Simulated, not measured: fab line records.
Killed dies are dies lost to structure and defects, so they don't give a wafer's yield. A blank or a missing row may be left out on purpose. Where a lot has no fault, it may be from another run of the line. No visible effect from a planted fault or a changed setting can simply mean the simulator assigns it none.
Chamber matching | flow n5 finfet | rie diel-05 running N5_SDB_ETCH_25: 4 sister chambers
The step etches SiO2 in C4F6/O2, target depth 10 nm, time 3.3 s. 4 wafers are shown with their chamber, then 8 later ones without.

## WAFERS, EACH WITH ITS CHAMBER
wafer  | chamber | rf vpp V (V)
L086.1 | 3       | 671
L087.3 | 0       | 660
L087.6 | 2       | 683
L093.2 | 1       | 668

## WAFERS WITHOUT THEIR CHAMBER
wafer  | rf vpp V (V)
L093.3 | 672
L093.5 | 683
L095.1 | 683
L095.4 | 659
L095.5 | 672
L097.2 | 669
L097.3 | 672
L097.5 | 672

## WHICH CHAMBER EACH ONE RAN IN
wafer  | from the rows above     | in truth
L093.3 | 3                       | 3
L093.5 | 2                       | 2
L095.1 | 2                       | 2
L095.4 | 0                       | 0
L095.5 | 3                       | 3
L097.2 | can't be placed: 1 or 3 | 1
L097.3 | 3                       | 3
L097.5 | 3                       | 3
Placed correctly: 7 of 8. Can't be placed from these rows: 1 (the true chamber is among the candidates in 1). Number placed wrongly: 0.
How it was worked out, from the rows above alone: a wafer's distance from a chamber is the root of the sum, over the readings, of the square of ((its reading less the chamber's mean) divided by the reading's scatter). If the next closest chamber is less than 2 further off than the closest, the wafer can't be placed; otherwise it belongs to the closest. A chamber's mean is the mean of its shown wafers. The scatter: root of mean squared gap, hidden wafer to nearest shown wafer, with one shown wafer a chamber.
